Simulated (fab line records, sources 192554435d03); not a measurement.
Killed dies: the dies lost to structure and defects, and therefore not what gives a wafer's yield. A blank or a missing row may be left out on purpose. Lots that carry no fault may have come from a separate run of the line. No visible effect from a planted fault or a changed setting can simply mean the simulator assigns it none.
2 desks, one fault + flow n5-finfet + what lay behind the numbers comes last; until then each desk has only its own

## FROM THE METROLOGY DESK
What the gauges read for every lot (on any tool): the sampled wafers with a number, averaged. Any lot whose mean is over 4 standard deviations away from the usual mean is out of limits and marked OUT; that distance is given in the brackets. Readings shown: 7 of its 12, picked as those furthest out on some lot.
Columns: A = IOFF_P at N5_BEOL_M4_RC_MEAS_101, usual 0.21 nA/um; B = ION_P at N5_BEOL_M4_RC_MEAS_101, usual 462 uA/um; C = SERP_M1 at N5_BEOL_M4_RC_MEAS_101, usual 200 ohm/um; D = SERP_M1_max_site at N5_BEOL_M4_RC_MEAS_101, usual 213 ohm/um; E = SS_N at N5_BEOL_M4_RC_MEAS_101, usual 71.5 mV/dec; F = VT_N at N5_BEOL_M4_RC_MEAS_101, usual 249 mV; G = VT_P at N5_BEOL_M4_RC_MEAS_101, usual -250 mV
| lot  | first seen here | A    | B   | C   | D   | E    | F   | G    |
|------|-----------------|------|-----|-----|-----|------|-----|------|
| L287 | day 8 08:06     | 0.22 | 467 | 203 | 212 | 72.0 | 246 | -249 |
| L288 | day 8 16:08     | 0.23 | 472 | 192 | 202 | 71.6 | 243 | -248 |
| L291 | day 9 01:47     | 0.18 | 452 | 214 | 222 | 70.4 | 253 | -249 |
| L292 | day 9 09:56     | 0.25 | 467 | 213 | 224 | 71.5 | 247 | -247 |
| L297 | day 10 15:15    | 0.17 | 454 | 222 | 239 | 70.8 | 251 | -252 |
| L301 | day 11 11:36    | 0.23 | 467 | 195 | 205 | 72.1 | 247 | -250 |
| L300 | day 11 14:52    | 0.26 | 477 | 230 | 251 | 71.6 | 246 | -244 |
| L304 | day 11 16:50    | 0.22 | 463 | 220 | 233 | 71.8 | 248 | -249 |
| L308 | day 13 05:24    | 0.19 | 459 | 170 | 186 | 71.5 | 250 | -251 |
This desk found nothing out of limits on any of the 9 lots.

## THE TOOL OWNER'S DESK: ald-metal-02
The tool's own readings at N5_BEOL_M1_ALD_84 (deposits TaN, pulse time 2 s, purge time 3 s, co reactant purge time 2 s): means of the sampled wafers that have a number, for each lot that ran on this tool. Any lot whose mean is over 4 standard deviations away from the usual mean is out of limits and marked OUT; that distance is given in the brackets.
Columns: A = heater-power-w at N5_BEOL_M1_ALD_84, usual 421 W; B = precursor-vessel-pressure-torr at N5_BEOL_M1_ALD_84, usual 26.25 Torr
| lot  | first seen here | A   | B     |
|------|-----------------|-----|-------|
| L287 | day 6 17:39     | 423 | 26.24 |
| L291 | day 7 06:40     | 408 | 26.20 |
| L292 | day 7 11:00     | 474 | 26.23 |
| L297 | day 8 22:16     | 425 | 26.29 |
| L300 | day 9 18:18     | 391 | 26.23 |
| L304 | day 10 08:31    | 422 | 26.25 |
This desk found nothing out of limits on any of the 6 lots.

## ALL TOGETHER
The metrology desk saw nothing out of limits.
Nothing out of limits was seen by the tool owner's desk.

## WHAT WAS PUT IN BY THE SIMULATOR
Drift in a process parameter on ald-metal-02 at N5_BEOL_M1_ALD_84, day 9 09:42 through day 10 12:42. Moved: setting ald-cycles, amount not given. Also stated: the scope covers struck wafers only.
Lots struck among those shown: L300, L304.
